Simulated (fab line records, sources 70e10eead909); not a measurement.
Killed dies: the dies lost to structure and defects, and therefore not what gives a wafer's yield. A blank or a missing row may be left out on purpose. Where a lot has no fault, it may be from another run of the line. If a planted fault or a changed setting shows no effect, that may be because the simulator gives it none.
Comparing a struck lot with a sound one + flow nandHarc + 14 out of 1159 route steps
Sound: wafers L564.2, L564.4, L564.6. Struck: wafer L574.3 (left out: L574.2, L574.4 of the same lot, which were not struck); the cause appears at the end.
Each step with rows lists, per side, the tool, then ch with its chambers, then its first start. Under that, the readings that differ: sound wafers + struck wafers + difference of the means + sigmas: that difference in standard deviations of wafers without a fault.
alike: readings with means less than 2 such deviations apart, plus words and numbers identical on both sides. not compared: withheld readings, readings lacking a value on some wafer, bounds such as >300 that could conceal the same value, and numbers that have no deviation in the record and whose values overlap.
The two part at a step that has a row with sigmas, a row that says differs or no value, or rows on one side only. When numbers do not overlap yet have no deviation, they are printed without sigmas and do not part them. A reading missing from all wafers of one side parts the sides only when that side holds two or more wafers.

first, 8 steps without rows for these wafers: NHARC_A_CONTACT_COAT_61 (time 75 s); NHARC_A_CONTACT_COAT_62 (time 65 s); NHARC_A_CONTACT_COAT_63 (resist thk 90 nm); NHARC_A_CONTACT_SOFTBAKE_64 (time 55 s); NHARC_A_CONTACT_EBR_65; NHARC_A_CONTACT_EXPOSE_66 (exposes mask A CC 2); NHARC_A_CONTACT_PEB_67 (peb time 65 s); NHARC_A_CONTACT_DEVELOP_68 (develop time 35 s).
NHARC_A_CONTACT_CD_MEAS_69: target cd 200 nm.
  sound on cdSem-01 ch 0, day 17 03:35; struck on cdSem-01 ch 0, day 20 10:07
  alike: cdNm
NHARC_A_CONTACT_OVL_MEAS_70:
  sound on overlay-01, day 17 03:41; struck on overlay-01, day 20 10:12
  alike: overlayXNm, overlayYNm
NHARC_A_CONTACT_INSPECT_71:
  sound on defectInspect-02, day 17 03:43; struck on defectInspect-01, day 20 10:14
  alike: rawDefectCount
NHARC_A_CONTACT_DESCUM_74: chemistry O2, time 3 s.
  sound on rieDiel-13 ch 0,2, day 17 03:47; struck on rieDiel-13 ch 0, day 20 10:18
| reading              | sound                | struck | difference | sigmas |
|----------------------|----------------------|--------|------------|--------|
| throttleValvePct (%) | 11.314 11.290 11.295 | 11.323 | +0.023     | +2     |
  alike: drypumpMotorCurrentA, oesProductAu, rfVppV, showerheadPlenumPTorr
  not compared: rfHoursCounterH
NHARC_A_CONTACT_ETCH_75: etches the open film in CF4, target depth 39 nm, time 65 s.
  sound on rieDiel-13 ch 1,3, day 17 03:52; struck on rieDiel-13 ch 0, day 20 10:26
| reading             | sound             | struck | difference | sigmas |
|---------------------|-------------------|--------|------------|--------|
| oesProductAu (a.u.) | 0.996 1.016 1.000 | 0.846  | -0.158     | -21    |
  alike: drypumpMotorCurrentA, rfFwdPowerW, rfVppV, showerheadPlenumPTorr, throttleValvePct
  not compared: rfHoursCounterH
NHARC_A_CONTACT_ETCH_76: etches the open film in N2/H2, target depth 260 nm, time 475.3 s.
  sound: rieDiel-13 ch 2,3; struck: rieDiel-13 ch 0
| reading         | sound             | struck | difference | sigmas |
|-----------------|-------------------|--------|------------|--------|
| rfFwdPowerW (W) | 401.4 397.9 398.4 | 396.7  | -2.5       | -2     |
  alike: drypumpMotorCurrentA, oesProductAu, rfVppV, showerheadPlenumPTorr, throttleValvePct
  not compared: rfHoursCounterH

## WHERE THEY PART
First at NHARC_A_CONTACT_DESCUM_74; last, within this record, at NHARC_A_CONTACT_ETCH_76.

WHY: whatever the simulator had introduced
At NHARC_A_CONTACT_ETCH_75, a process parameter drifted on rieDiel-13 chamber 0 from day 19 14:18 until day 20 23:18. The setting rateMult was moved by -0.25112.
